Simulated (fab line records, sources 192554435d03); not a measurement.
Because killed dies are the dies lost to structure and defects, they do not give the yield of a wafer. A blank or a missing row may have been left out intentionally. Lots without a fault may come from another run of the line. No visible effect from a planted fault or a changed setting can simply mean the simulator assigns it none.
fab line records	flow n5-finfet
record: lots: 24	wafers: 72	last-day: 18
route steps=1938 shown BEOL_M13@1679 BEOL_M14@1733
lots that met no fault: taken from a fault-free run of the same line
start-h: start of the lot's first displayed wafer, in hours after the record's first day	wait-h: hours elapsed since this lot's preceding step	" repeats the value in the row above	L1.1+2: a single row standing in for several wafers	- no value present, or no start provided	* or withheld: withheld	< > ~ a bound
route shown NAME@n: names a module that has steps shown in the file, with the first one's number in the route	usual: the fault-free wafers' mean and standard deviation	same: alike in all rows	chamber/n: place in a boat	sites: readings site by site	_std_site: their standard deviation	_edge_site: mean of outer sites minus mean of inner sites	radius-mm: how far each site lies from the wafer's centre	mask NAME#n: copy n	behind: the last tool/chamber to shape the wafer	hold: cause of the lot's hold/its duration in hours/its outcome	device: the transistor (n, p or np) that didn't switch	end of line: tests run on the same wafers once the route is complete	step lacking rows: just its recipe	killed: count of dies lost to structure and defects at first sort (not the wafer's yield)	map: shows each die of a wafer: x if killed, . if not, _ if none is there
set.NAME: the run value of the setting; set.NAME@STEP: its run value at that earlier step	model.NAME: the simulator's own value behind a step, which no gauge read
route steps across a sampled set of lots; one table per step, one row per wafer
services: a tool's chamber out of use, with start hour (start-h, from the record's first day; less than 0 if before it), hours out, and reason
== steps ==
step: N5_BEOL_M13_CD_MEAS_17
recipe: target-cd-nm: 190	polarity: opening
usual: cd-nm: 190.2/2.4
lot.wafer	tool	chamber	start-h	wait-h	cd-nm
L074.2	cd-sem-03	-	233.26	0.0	189.0
L074.3	"	-	"	"	190.4
L074.4	"	-	"	"	189.6
L075.1	cd-sem-02	-	239.97	0.0	189.2
L075.3	"	-	"	"	189.8
L075.5	"	-	"	"	189.6
L076.1	cd-sem-01	-	248.08	0.0	187.0
L076.2	"	-	"	"	189.1
L076.5	"	-	"	"	189.6
L078.3	cd-sem-01	-	259.58	0.0	187.6
L078.5	"	-	"	"	188.9
L078.6	"	-	"	"	188.6
L077.1	cd-sem-01	-	263.11	0.0	188.6
L077.2	"	-	"	"	189.8
L077.3	"	-	"	"	190.5
L080.2	cd-sem-02	-	271.75	0.0	187.3
L080.4	"	-	"	"	188.9
L080.5	"	-	"	"	188.5
L079.1	cd-sem-02	-	277.27	0.0	187.2
L079.4	"	-	"	"	186.4
L079.6	"	-	"	"	186.2
L081.1	cd-sem-03	-	281.14	0.0	188.5
L081.2	"	-	"	"	189.7
L081.3	"	-	"	"	189.3
L082.1	cd-sem-03	-	296.82	0.0	185.4
L082.3	"	-	"	"	187.2
L082.6	"	-	"	"	188.3
L083.2	cd-sem-01	-	297.22	0.0	191.9
L083.5	"	-	"	"	191.0
L083.6	"	-	"	"	192.1
L084.3	cd-sem-02	-	311.15	0.0	191.9
L084.5	"	-	"	"	192.4
L084.6	"	-	"	"	192.1
L086.1	cd-sem-03	-	311.50	0.0	191.3
L086.3	"	-	"	"	191.2
L086.4	"	-	"	"	194.0
L087.2	cd-sem-02	-	313.09	0.0	192.2
L087.3	"	-	"	"	195.4
L087.4	"	-	"	"	190.8
L085.1	cd-sem-02	-	316.52	0.0	188.4
L085.2	"	-	"	"	189.2
L085.5	"	-	"	"	189.1
L088.2	cd-sem-03	-	325.90	0.0	191.7
L088.5	"	-	"	"	190.1
L088.6	"	-	"	"	190.1
L090.1	cd-sem-02	-	340.53	0.0	187.2
L090.2	"	-	"	"	187.6
L090.3	"	-	"	"	186.2
L089.2	cd-sem-03	-	341.12	0.0	188.8
L089.3	"	-	"	"	186.6
L089.6	"	-	"	"	190.2
L091.2	cd-sem-02	-	341.45	0.0	188.4
L091.4	"	-	"	"	187.1
L091.5	"	-	"	"	184.3
L092.1	cd-sem-01	-	353.65	0.0	191.1
L092.4	"	-	"	"	190.5
L092.6	"	-	"	"	191.9
L093.1	cd-sem-02	-	371.95	0.0	193.5
L093.3	"	-	"	"	194.4
L093.5	"	-	"	"	192.6
L095.2	cd-sem-02	-	373.29	0.0	191.2
L095.3	"	-	"	"	193.8
L095.5	"	-	"	"	192.6
L094.1	cd-sem-03	-	376.67	0.0	194.1
L094.2	"	-	"	"	194.4
L094.5	"	-	"	"	195.9
L097.2	cd-sem-02	-	377.24	0.0	191.3
L097.3	"	-	"	"	193.6
L097.6	"	-	"	"	193.4
L096.2	cd-sem-02	-	387.09	0.0	191.5
L096.4	"	-	"	"	191.7
L096.6	"	-	"	"	190.4
step: N5_BEOL_M13_STRIP_37
recipe: chemistry: N2/H2	power-w: 1000	temp-c: 250	h2-frac: 0.65	overash-fraction: 0.3	pressure-mtorr: withheld	n2-flow-sccm: 1750	h2-flow-sccm: 3250
usual: drypump-motor-current-A: 5.78/0.12	heater-power-w: 295/15	n2-flow-sccm: 1749/6.1	oes-product-au: 0.784/0.0097
lot.wafer	tool	chamber	start-h	wait-h	drypump-motor-current-A	heater-power-w	n2-flow-sccm	oes-product-au	rf-hours-counter-h
L074.2	plasma-asher-02	0	234.29	0.0	5.68	273	1750	0.797	119
L074.3	"	0	"	"	5.70	276	1746	0.794	-
L074.4	"	1	"	"	5.97	303	1751	0.769	-
L075.1	plasma-asher-01	1	241.00	0.0	5.59	300	1751	0.774	69
L075.3	"	1	"	"	5.66	310	1754	0.806	-
L075.5	"	0	"	"	5.79	303	1739	0.787	-
L076.1	plasma-asher-01	1	249.11	0.0	5.68	308	1753	0.774	70
L076.2	"	0	"	"	5.83	300	1753	0.782	70
L076.5	"	0	"	"	5.83	312	1752	0.789	-
L078.3	plasma-asher-02	1	260.78	0.1	5.90	300	1740	0.766	-
L078.5	"	1	"	"	5.95	308	1751	0.763	-
L078.6	"	0	"	"	5.67	271	1746	0.792	-
L077.1	plasma-asher-01	1	264.30	0.0	5.69	308	1750	0.795	73
L077.2	"	0	"	"	5.81	310	1752	0.790	73
L077.3	"	0	"	"	5.82	297	1762	0.773	-
L080.2	plasma-asher-02	1	273.05	0.0	5.92	301	1749	0.770	127
L080.4	"	1	"	"	5.92	303	1746	0.777	-
L080.5	"	1	"	"	5.94	297	1749	0.781	-
L079.1	plasma-asher-02	0	278.30	0.0	5.67	263	1737	0.783	128
L079.4	"	0	"	"	5.67	264	1746	0.769	-
L079.6	"	1	"	"	5.93	306	1745	0.771	-
L081.1	plasma-asher-01	1	282.57	0.0	5.70	295	1753	0.783	77
L081.2	"	0	"	"	5.80	303	1744	0.773	77
L081.3	"	0	"	"	5.80	299	1744	0.798	-
L082.1	plasma-asher-01	0	297.85	0.0	5.83	304	1742	0.796	80
L082.3	"	0	"	"	5.85	312	1748	0.800	-
L082.6	"	0	"	"	5.84	304	1742	0.793	-
L083.2	plasma-asher-02	1	298.40	0.0	5.91	292	1758	0.775	132
L083.5	"	0	"	"	5.69	273	1750	0.785	-
L083.6	"	1	"	"	5.94	311	1766	0.780	-
L084.3	plasma-asher-02	1	312.20	0.1	5.95	304	1755	0.772	-
L084.5	"	0	"	"	5.67	272	1746	0.789	-
L084.6	"	1	"	"	5.95	305	1751	0.789	-
L086.1	plasma-asher-02	0	312.72	0.0	5.65	276	1746	0.775	135
L086.3	"	1	"	"	5.96	300	1740	0.775	-
L086.4	"	0	"	"	5.66	275	1751	0.767	-
L087.2	plasma-asher-02	0	314.54	0.2	5.67	277	1745	0.781	136
L087.3	"	1	"	"	5.95	306	1755	0.776	-
L087.4	"	0	"	"	5.68	275	1741	0.778	-
L085.1	plasma-asher-02	0	317.55	0.0	5.66	275	1754	0.777	137
L085.2	"	1	"	"	5.95	311	1738	0.791	137
L085.5	"	0	"	"	5.66	273	1764	0.772	-
L088.2	plasma-asher-02	1	327.06	0.0	5.90	294	1748	0.776	141
L088.5	"	0	"	"	5.65	270	1755	0.780	-
L088.6	"	1	"	"	5.94	307	1744	0.778	-
L090.1	plasma-asher-02	1	341.80	0.3	5.95	301	1744	0.778	144
L090.2	"	0	"	"	5.69	275	1747	0.775	144
L090.3	"	0	"	"	5.66	276	1743	0.791	-
L089.2	plasma-asher-01	0	342.33	0.0	5.80	316	1758	0.769	86
L089.3	"	1	"	"	5.67	314	1744	0.781	-
L089.6	"	0	"	"	5.80	313	1747	0.778	-
L091.2	plasma-asher-01	0	342.60	0.0	5.81	299	1740	0.799	86
L091.4	"	0	"	"	5.82	303	1751	0.782	-
L091.5	"	0	"	"	5.82	307	1747	0.786	-
L092.1	plasma-asher-01	0	354.82	0.0	5.78	305	1739	0.790	88
L092.4	"	1	"	"	5.63	300	1759	0.803	-
L092.6	"	0	"	"	5.78	307	1752	0.785	-
L093.1	plasma-asher-02	1	373.22	0.0	5.93	300	1744	0.762	150
L093.3	"	1	"	"	5.94	309	1753	0.793	-
L093.5	"	0	"	"	5.67	277	1745	0.776	-
L095.2	plasma-asher-01	0	374.31	0.0	5.83	309	1758	0.784	92
L095.3	"	0	"	"	5.81	312	1751	0.774	-
L095.5	"	0	"	"	5.84	308	1760	0.793	-
L094.1	plasma-asher-02	0	377.86	0.0	5.67	276	1747	0.791	151
L094.2	"	1	"	"	5.95	305	1749	0.784	151
L094.5	"	1	"	"	5.93	302	1750	0.771	-
L097.2	plasma-asher-02	0	378.27	0.0	5.65	267	1748	0.786	151
L097.3	"	1	"	"	5.95	307	1743	0.783	-
L097.6	"	0	"	"	5.65	272	1750	0.794	-
L096.2	plasma-asher-01	1	388.12	0.0	5.65	299	1754	0.772	95
L096.4	"	0	"	"	5.83	310	1755	0.768	-
L096.6	"	1	"	"	5.68	301	1756	0.793	-
step: N5_BEOL_M13_DEGAS_41
recipe: ambient: vacuum	temp-c: 250	time-s: 60
usual: heater-power-w: 334/40
lot.wafer	tool	chamber	start-h	wait-h	heater-power-w
L074.2	pvd-sputter-01	-	236.33	0.7	316
L074.3	"	-	"	"	388
L074.4	"	-	"	"	328
L075.1	pvd-sputter-03	-	245.75	0.1	271
L075.3	"	-	"	"	369
L075.5	"	-	"	"	374
L076.1	pvd-sputter-03	-	252.12	0.3	330
L076.2	"	-	"	"	269
L076.5	"	-	"	"	318
L078.3	pvd-sputter-02	-	261.48	0.5	398
L078.5	"	-	"	"	319
L078.6	"	-	"	"	283
L077.1	pvd-sputter-01	-	264.58	0.0	314
L077.2	"	-	"	"	288
L077.3	"	-	"	"	321
L080.2	pvd-sputter-01	-	275.53	0.4	323
L080.4	"	-	"	"	287
L080.5	"	-	"	"	397
L079.1	pvd-sputter-01	-	282.53	0.3	324
L079.4	"	-	"	"	283
L079.6	"	-	"	"	325
L081.1	pvd-sputter-02	-	283.15	0.2	387
L081.2	"	-	"	"	276
L081.3	"	-	"	"	312
L083.2	pvd-sputter-01	-	300.94	0.7	320
L083.5	"	-	"	"	292
L083.6	"	-	"	"	319
L082.1	pvd-sputter-02	-	302.90	0.5	282
L082.3	"	-	"	"	388
L082.6	"	-	"	"	321
L084.3	pvd-sputter-03	-	316.01	1.9	394
L084.5	"	-	"	"	383
L084.6	"	-	"	"	330
L086.1	pvd-sputter-02	-	317.23	0.6	281
L086.3	"	-	"	"	321
L086.4	"	-	"	"	322
L087.2	pvd-sputter-02	-	322.57	0.3	392
L087.3	"	-	"	"	322
L087.4	"	-	"	"	322
L085.1	pvd-sputter-01	-	322.77	0.3	291
L085.2	"	-	"	"	319
L085.5	"	-	"	"	334
L088.2	pvd-sputter-02	-	331.29	0.8	318
L088.5	"	-	"	"	320
L088.6	"	-	"	"	320
L090.1	pvd-sputter-01	-	344.24	0.3	330
L090.2	"	-	"	"	389
L090.3	"	-	"	"	289
L089.2	pvd-sputter-03	-	344.59	0.5	282
L089.3	"	-	"	"	375
L089.6	"	-	"	"	320
L091.2	pvd-sputter-01	-	345.00	0.5	385
L091.4	"	-	"	"	319
L091.5	"	-	"	"	280
L092.1	pvd-sputter-01	-	355.81	0.3	314
L092.4	"	-	"	"	395
L092.6	"	-	"	"	324
L093.1	pvd-sputter-01	-	375.32	0.1	288
L093.3	"	-	"	"	312
L093.5	"	-	"	"	398
L095.2	pvd-sputter-01	-	375.72	0.2	323
L095.3	"	-	"	"	331
L095.5	"	-	"	"	325
L094.1	pvd-sputter-03	-	379.09	0.4	275
L094.2	"	-	"	"	368
L094.5	"	-	"	"	370
L097.2	pvd-sputter-01	-	379.69	0.1	327
L097.3	"	-	"	"	285
L097.6	"	-	"	"	278
L096.2	pvd-sputter-02	-	389.50	1.1	316
L096.4	"	-	"	"	322
L096.6	"	-	"	"	278
step: N5_BEOL_M13_SPUTTER_43
recipe: material: TaN	target-thk-a: 150	temp-c: 50	bias-v: 168.6	power-w: 15000	chamber-pressure-pa: 0.12	time-s: 24.19
usual: throttle-valve-pct: 30.2/0.6
lot.wafer	tool	chamber	start-h	wait-h	throttle-valve-pct
L074.2	pvd-sputter-01	-	236.41	0.0	30.0
L074.3	"	-	"	"	30.2
L074.4	"	-	"	"	29.7
L075.1	pvd-sputter-03	-	245.83	0.0	31.6
L075.3	"	-	"	"	29.5
L075.5	"	-	"	"	29.2
L076.1	pvd-sputter-03	-	252.20	0.0	30.4
L076.2	"	-	"	"	31.7
L076.5	"	-	"	"	30.2
L078.3	pvd-sputter-02	-	261.56	0.0	30.4
L078.5	"	-	"	"	31.2
L078.6	"	-	"	"	29.7
L077.1	pvd-sputter-01	-	264.66	0.0	29.5
L077.2	"	-	"	"	29.8
L077.3	"	-	"	"	30.1
L080.2	pvd-sputter-01	-	275.61	0.0	30.2
L080.4	"	-	"	"	30.1
L080.5	"	-	"	"	30.2
L079.1	pvd-sputter-01	-	282.61	0.0	30.2
L079.4	"	-	"	"	29.3
L079.6	"	-	"	"	29.8
L081.1	pvd-sputter-02	-	283.23	0.0	30.6
L081.2	"	-	"	"	30.3
L081.3	"	-	"	"	31.6
L083.2	pvd-sputter-01	-	301.02	0.0	29.7
L083.5	"	-	"	"	29.8
L083.6	"	-	"	"	30.3
L082.1	pvd-sputter-02	-	302.98	0.0	30.3
L082.3	"	-	"	"	30.3
L082.6	"	-	"	"	31.3
L084.3	pvd-sputter-03	-	316.09	0.0	29.7
L084.5	"	-	"	"	29.4
L084.6	"	-	"	"	30.2
L086.1	pvd-sputter-02	-	317.31	0.0	30.3
L086.3	"	-	"	"	31.7
L086.4	"	-	"	"	30.1
L087.2	pvd-sputter-02	-	322.65	0.0	30.2
L087.3	"	-	"	"	31.2
L087.4	"	-	"	"	31.3
L085.1	pvd-sputter-01	-	322.85	0.0	29.7
L085.2	"	-	"	"	29.5
L085.5	"	-	"	"	29.9
L088.2	pvd-sputter-02	-	331.37	0.0	29.9
L088.5	"	-	"	"	29.9
L088.6	"	-	"	"	31.4
L090.1	pvd-sputter-01	-	344.32	0.0	30.2
L090.2	"	-	"	"	30.2
L090.3	"	-	"	"	29.7
L089.2	pvd-sputter-03	-	344.67	0.0	31.6
L089.3	"	-	"	"	29.8
L089.6	"	-	"	"	30.2
L091.2	pvd-sputter-01	-	345.08	0.0	30.3
L091.4	"	-	"	"	30.3
L091.5	"	-	"	"	29.6
L092.1	pvd-sputter-01	-	355.89	0.0	30.2
L092.4	"	-	"	"	30.2
L092.6	"	-	"	"	30.3
L093.1	pvd-sputter-01	-	375.40	0.0	29.8
L093.3	"	-	"	"	30.0
L093.5	"	-	"	"	30.2
L095.2	pvd-sputter-01	-	375.80	0.0	29.7
L095.3	"	-	"	"	30.0
L095.5	"	-	"	"	29.4
L094.1	pvd-sputter-03	-	379.17	0.0	31.3
L094.2	"	-	"	"	29.6
L094.5	"	-	"	"	29.7
L097.2	pvd-sputter-01	-	379.77	0.0	29.7
L097.3	"	-	"	"	29.7
L097.6	"	-	"	"	29.8
L096.2	pvd-sputter-02	-	389.58	0.0	31.5
L096.4	"	-	"	"	30.0
L096.6	"	-	"	"	30.4
step: N5_BEOL_M13_CMP_49
recipe: stop-on: SiOC	t-overpolish-s: 17.1	down-force-psi: 1	platen-rpm: 50	clearing-platen-down-force-psi: 1.5	clearing-platen-rpm: 50	post-cmp-clean: cu-alkaline	target-thk-nm: 420	clearing-platen-pad-velocity-m-s: 0.99484	pad-velocity-m-s: 0.99484
usual: barrier-field-endpoint-s: 29.8/0.7	clearing-platen-down-force-psi: 1.500/0.0035	motor-current-A: 6.0/0.69	overpolish-run-s: 17.101/0.0093	pad-life-wafers: 1140/640	platen-rpm: 50.00/0.032
lot.wafer	tool	chamber	start-h	wait-h	barrier-field-endpoint-s	clearing-platen-down-force-psi	motor-current-A	overpolish-run-s	pad-life-wafers	platen-rpm
L074.3	cmp-02	1	237.14	0.2	28.5	1.499	6.2	17.089	798	49.98
L074.4	"	3	"	"	27.8	1.502	5.7	17.103	800	50.03
L074.2	"	0	"	"	28.4	1.500	5.4	17.104	801	49.99
L075.1	cmp-04	0	246.57	0.3	30.4	1.494	5.5	17.096	24	49.91
L075.3	"	1	"	"	31.0	1.496	6.7	17.087	25	49.99
L075.5	"	1	"	"	30.2	1.499	6.7	17.094	-	49.97
L076.1	cmp-03	0	252.97	0.3	29.2	1.504	6.4	17.102	1663	49.99
L076.2	"	1	"	"	29.4	1.503	6.2	17.095	1664	49.95
L076.5	"	0	"	"	29.2	1.499	6.5	17.118	-	50.02
L078.3	cmp-04	3	262.37	0.2	30.7	1.499	4.8	17.094	152	49.95
L078.5	"	1	"	"	30.2	1.498	6.8	17.130	-	50.02
L078.6	"	2	"	"	30.5	1.503	6.9	17.101	-	50.07
L077.3	cmp-03	2	265.39	0.2	30.7	1.503	6.6	17.106	1770	49.96
L077.2	"	0	"	"	29.4	1.503	6.2	17.095	1772	50.02
L077.1	"	1	"	"	29.6	1.498	5.7	17.105	1773	50.03
L080.2	cmp-02	3	276.34	0.2	29.4	1.502	6.2	17.097	1080	49.95
L080.4	"	2	"	"	29.9	1.508	6.0	17.114	1083	49.98
L080.5	"	3	"	"	29.7	1.495	5.7	17.116	-	49.96
L079.1	cmp-02	3	283.35	0.3	29.7	1.499	5.9	17.108	1134	50.02
L079.4	"	0	"	"	29.3	1.497	5.2	17.091	1135	50.02
L079.6	"	0	"	"	29.4	1.499	5.2	17.079	-	50.01
L081.3	cmp-04	2	283.96	0.2	29.1	1.500	6.8	17.104	300	50.05
L081.2	"	3	"	"	29.7	1.496	4.5	17.105	301	50.01
L081.1	"	0	"	"	30.9	1.502	5.2	17.092	302	50.06
L083.2	cmp-02	3	301.76	0.2	29.9	1.500	5.6	17.105	1296	49.97
L083.6	"	3	"	"	30.1	1.502	6.1	17.107	-	50.00
L083.5	"	0	"	"	30.4	1.500	5.3	17.102	-	49.98
L082.3	cmp-04	2	304.07	0.2	30.5	1.496	6.7	17.102	469	49.99
L082.1	"	0	"	"	31.0	1.501	5.4	17.105	471	50.00
L082.6	"	2	"	"	29.9	1.498	6.8	17.098	-	49.96
L084.3	cmp-03	1	316.93	0.3	30.6	1.499	5.8	17.099	2084	50.05
L084.6	"	3	"	"	29.4	1.498	6.5	17.090	-	49.97
L084.5	"	0	"	"	30.5	1.502	6.7	17.088	-	50.01
L086.4	cmp-03	2	318.16	0.1	30.0	1.502	7.0	17.097	2088	50.04
L086.1	"	3	"	"	29.2	1.500	6.5	17.092	2089	50.04
L086.3	"	0	"	"	28.9	1.504	6.6	17.095	2090	50.01
L087.2	cmp-02	1	323.50	0.2	30.3	1.502	6.6	17.095	1471	49.98
L087.3	"	2	"	"	28.8	1.500	5.9	17.104	1472	49.98
L087.4	"	3	"	"	29.0	1.499	5.9	17.081	1473	49.98
L085.1	cmp-02	1	323.91	0.3	29.9	1.504	6.4	17.090	1476	50.01
L085.2	"	0	"	"	29.5	1.503	5.1	17.105	1479	50.02
L085.5	"	2	"	"	29.3	1.505	5.9	17.114	-	49.97
L088.2	cmp-02	1	332.20	0.3	30.1	1.507	6.3	17.111	1580	49.95
L088.5	"	3	"	"	29.3	1.501	5.7	17.094	-	50.00
L088.6	"	0	"	"	29.9	1.503	5.3	17.102	-	49.99
L090.2	cmp-04	2	345.07	0.2	29.7	1.504	6.7	17.099	816	50.01
L090.1	"	3	"	"	29.0	1.498	4.6	17.110	817	50.01
L090.3	"	0	"	"	29.3	1.502	5.2	17.099	818	50.00
L089.2	cmp-03	0	345.50	0.2	30.5	1.493	6.5	17.086	67	50.02
L089.3	"	1	"	"	31.3	1.503	5.8	17.098	68	49.99
L089.6	"	3	"	"	30.0	1.499	6.6	17.104	-	50.05
L091.4	cmp-02	2	345.98	0.2	29.6	1.500	5.9	17.089	1718	50.01
L091.2	"	3	"	"	29.9	1.502	5.8	17.097	1719	49.97
L091.5	"	1	"	"	30.1	1.500	6.3	17.091	-	49.94
L092.1	cmp-04	0	356.62	0.3	30.0	1.495	5.0	17.106	912	50.03
L092.4	"	1	"	"	29.8	1.498	6.8	17.100	913	50.04
L092.6	"	1	"	"	28.7	1.500	7.0	17.113	-	50.00
L093.3	cmp-03	3	376.21	0.2	28.9	1.499	6.7	17.114	308	50.00
L093.1	"	0	"	"	29.8	1.498	6.6	17.102	309	49.98
L093.5	"	2	"	"	30.3	1.497	6.8	17.110	-	49.99
L095.2	cmp-02	0	376.61	0.3	29.2	1.499	5.0	17.096	1910	49.99
L095.3	"	1	"	"	29.7	1.499	6.2	17.106	1911	49.99
L095.5	"	2	"	"	28.2	1.500	6.2	17.098	-	50.02
L094.1	cmp-02	0	380.21	0.5	29.8	1.505	5.4	17.102	1939	50.03
L094.2	"	1	"	"	30.4	1.497	6.3	17.099	1940	49.99
L094.5	"	0	"	"	30.4	1.500	5.1	17.109	-	50.00
L097.2	cmp-04	1	380.57	0.3	30.3	1.500	6.4	17.099	1098	49.98
L097.3	"	2	"	"	30.0	1.500	6.9	17.095	1099	50.02
L097.6	"	2	"	"	30.3	1.500	6.6	17.103	-	50.01
L096.4	cmp-04	2	390.32	0.1	30.5	1.499	6.7	17.101	1200	49.96
L096.2	"	3	"	"	30.3	1.499	4.8	17.112	1201	50.04
L096.6	"	2	"	"	29.8	1.501	6.7	17.119	-	50.00
step: N5_BEOL_M14_STRIP_64
recipe: chemistry: O2	power-w: 600	temp-c: 60	pressure-mtorr: 30	rf-frequency-hz: 6e+07	bias-power-w: 0	overash-fraction: 0.3	o2-flow-sccm: 225
usual: chamber-pressure-mTorr: 30.002/0.026	drypump-motor-current-A: 5.7/0.64	o2-flow-sccm: 225.0/0.59	oes-product-au: 0.83/0.063	rf-vpp-V: 3.7/0.44	showerhead-plenum-p-Torr: 2.08/0.084	throttle-valve-pct: 16.66/0.19
lot.wafer	tool	chamber	start-h	wait-h	chamber-pressure-mTorr	drypump-motor-current-A	o2-flow-sccm	oes-product-au	rf-hours-counter-h	rf-vpp-V	showerhead-plenum-p-Torr	throttle-valve-pct
L074.2	rie-diel-03	1	-	-	29.980	6.6	224.6	0.67	249	3.5	1.97	16.94
L074.3	"	0	"	"	30.011	5.0	224.2	0.85	60	3.1	2.15	16.89
L074.4	"	3	"	"	30.031	6.5	224.9	0.89	43	4.0	2.22	16.39
L075.1	rie-diel-04	3	-	-	29.988	5.6	224.6	0.82	90	4.0	2.06	16.96
L075.3	"	0	"	"	30.009	5.5	224.5	0.73	159	3.5	2.00	16.67
L075.5	"	1	"	"	30.026	6.1	224.8	0.82	-	4.1	2.05	16.58
L076.1	rie-diel-04	0	-	-	30.018	5.5	224.4	0.74	162	2.8	2.00	16.67
L076.2	"	3	"	"	30.010	5.6	225.7	0.82	93	3.8	2.05	16.98
L076.5	"	0	"	"	29.979	5.5	224.6	0.74	-	3.8	2.00	16.67
L078.3	rie-diel-03	3	-	-	30.015	6.5	225.1	0.86	54	4.2	2.21	16.40
L078.5	"	0	"	"	30.006	5.0	225.3	0.84	-	3.4	2.14	16.90
L078.6	"	3	"	"	29.997	6.5	224.1	0.86	-	3.8	2.21	16.39
L077.1	rie-diel-04	3	-	-	30.041	5.7	224.5	0.82	98	3.6	2.05	16.97
L077.2	"	1	"	"	29.987	6.2	225.3	0.82	83	2.9	2.05	16.60
L077.3	"	0	"	"	30.027	5.5	224.9	0.73	167	4.7	1.99	16.68
L080.2	rie-diel-06	0	-	-	30.027	5.2	225.4	0.81	95	3.9	2.02	16.63
L080.4	"	0	"	"	30.013	5.2	225.5	0.81	-	3.9	2.02	16.63
L080.5	"	3	"	"	30.032	6.7	225.3	0.90	-	2.6	2.06	16.76
L079.1	rie-diel-03	3	-	-	30.010	6.5	225.2	0.86	61	4.1	2.21	16.42
L079.4	"	2	"	"	30.018	4.8	225.9	0.85	71	3.4	2.05	16.39
L079.6	"	1	"	"	29.977	6.6	224.8	0.96	-	3.7	2.23	16.51
L081.1	rie-diel-03	2	-	-	30.020	4.8	225.7	0.85	71	4.0	2.05	16.40
L081.2	"	3	"	"	29.974	6.5	225.3	0.86	62	3.0	2.21	16.41
L081.3	"	1	"	"	29.979	6.5	224.9	0.96	4	3.8	2.23	16.49
L083.2	rie-diel-06	1	-	-	30.013	4.8	225.2	0.78	137	3.9	2.00	16.65
L083.5	"	1	"	"	30.016	4.8	224.7	0.78	-	4.2	2.00	16.66
L083.6	"	2	"	"	30.042	5.4	225.6	0.96	-	3.6	2.23	16.44
L082.1	rie-diel-04	2	-	-	30.000	5.8	224.4	0.92	14	3.2	2.04	16.41
L082.3	"	3	"	"	29.959	5.7	224.3	0.80	113	3.5	2.05	17.02
L082.6	"	2	"	"	29.981	5.8	224.0	0.92	-	3.4	2.04	16.40
L084.3	rie-diel-04	2	-	-	30.031	5.8	225.1	0.91	18	3.2	2.04	16.41
L084.5	"	1	"	"	30.024	6.1	225.7	0.80	-	2.6	2.05	16.62
L084.6	"	0	"	"	29.990	5.5	225.6	0.71	-	4.3	1.99	16.70
L086.1	rie-diel-06	2	-	-	30.009	5.3	226.0	0.91	9	3.1	2.23	16.45
L086.3	"	3	"	"	29.950	6.7	225.4	0.87	61	3.9	2.06	16.78
L086.4	"	1	"	"	29.977	4.9	223.4	0.78	143	4.3	1.99	16.67
L087.2	rie-diel-04	1	-	-	30.029	6.1	226.2	0.80	100	3.4	2.05	16.63
L087.3	"	0	"	"	29.984	5.5	224.5	0.71	190	3.9	1.99	16.73
L087.4	"	3	"	"	29.973	5.7	225.5	0.80	120	4.4	2.05	17.01
L085.1	rie-diel-06	2	-	-	29.981	5.4	225.4	0.91	10	3.1	2.22	16.45
L085.2	"	0	"	"	29.972	5.2	224.7	0.79	113	3.3	2.01	16.65
L085.5	"	3	"	"	29.982	6.7	225.4	0.87	-	4.2	2.06	16.79
L088.2	rie-diel-04	3	-	-	29.993	5.6	224.7	0.79	123	4.0	2.04	17.04
L088.5	"	3	"	"	29.964	5.7	226.6	0.80	-	3.0	2.04	17.03
L088.6	"	0	"	"	29.984	5.5	223.6	0.71	-	3.7	1.99	16.73
L090.1	rie-diel-03	2	-	-	30.025	4.8	225.6	0.82	92	3.4	2.05	16.44
L090.2	"	0	"	"	30.052	5.0	224.4	0.80	99	3.6	2.13	16.96
L090.3	"	3	"	"	30.013	6.5	224.6	0.83	82	3.8	2.20	16.46
L089.2	rie-diel-06	3	-	-	29.974	6.7	224.6	0.86	70	3.7	2.05	16.80
L089.3	"	0	"	"	29.977	5.2	223.6	0.79	120	3.3	2.01	16.67
L089.6	"	1	"	"	29.960	4.8	224.7	0.77	-	3.5	1.99	16.69
L091.2	rie-diel-06	2	-	-	29.997	5.3	225.0	0.89	17	3.4	2.22	16.48
L091.4	"	3	"	"	30.035	6.7	225.1	0.86	70	3.5	2.05	16.80
L091.5	"	1	"	"	29.976	4.8	224.5	0.76	-	3.3	1.99	16.70
L092.1	rie-diel-06	2	-	-	30.048	5.4	222.7	0.88	21	3.7	2.22	16.47
L092.4	"	2	"	"	30.023	5.4	225.1	0.88	-	3.8	2.22	16.48
L092.6	"	3	"	"	29.956	6.7	225.5	0.85	-	2.9	2.05	16.82
L093.1	rie-diel-06	1	-	-	29.976	4.8	224.7	0.76	161	3.7	1.99	16.73
L093.3	"	3	"	"	30.032	6.7	225.5	0.85	80	3.3	2.05	16.81
L093.5	"	2	"	"	30.004	5.4	224.6	0.86	-	3.8	2.22	16.51
L095.2	rie-diel-06	1	-	-	29.998	4.8	224.8	0.75	162	3.6	1.99	16.73
L095.3	"	2	"	"	30.039	5.4	225.7	0.86	28	4.1	2.22	16.50
L095.5	"	3	"	"	30.039	6.7	224.6	0.84	-	3.9	2.05	16.82
L094.1	rie-diel-06	2	-	-	30.029	5.4	224.7	0.86	30	3.8	2.22	16.50
L094.2	"	1	"	"	30.025	4.9	225.7	0.75	164	3.3	1.99	16.73
L094.5	"	2	"	"	29.986	5.4	225.7	0.86	-	3.4	2.22	16.50
L097.2	rie-diel-03	1	-	-	30.027	6.6	225.1	0.88	38	3.5	2.22	16.56
L097.3	"	0	"	"	30.001	5.0	225.0	0.80	111	3.4	2.13	16.98
L097.6	"	0	"	"	30.001	5.0	225.6	0.79	-	4.5	2.13	16.95
L096.2	rie-diel-04	1	-	-	29.973	6.1	224.9	0.78	123	3.3	2.04	16.68
L096.4	"	2	"	"	29.984	5.8	225.3	0.85	44	4.0	2.03	16.46
L096.6	"	1	"	"	29.962	6.1	224.3	0.77	-	4.1	2.04	16.66
== services ==
tool	chamber	start-h	hours	kind
plasma-asher-02	-	224.38	9.2	repair
cmp-04	-	233.51	0.4	repair
cmp-04	-	239.57	4.0	pm
rie-diel-06	2	243.08	8.3	repair
cmp-02	-	243.57	6.4	pm
pvd-sputter-01	-	265.37	5.6	repair
cmp-04	-	265.77	0.9	repair
cmp-02	-	280.02	0.6	repair
rie-diel-04	3	281.53	2.6	repair
rie-diel-04	-	311.41	0.7	repair
plasma-asher-01	-	311.70	14.6	pm
cmp-02	-	320.82	2.2	repair
cmp-02	-	330.30	0.2	repair
plasma-asher-01	-	332.48	1.1	repair
plasma-asher-01	-	340.89	1.4	repair
pvd-sputter-02	-	350.92	15.4	repair
rie-diel-06	0	356.03	43.4	repair
cmp-02	-	358.86	1.4	repair
pvd-sputter-01	-	363.81	5.6	repair
cmp-02	-	363.82	4.3	repair
pvd-sputter-02	-	366.68	18.9	repair
cmp-02	-	385.01	8.1	pm
plasma-asher-02	-	385.24	14.6	pm
cmp-04	-	389.28	0.9	repair
== key ==
fault none
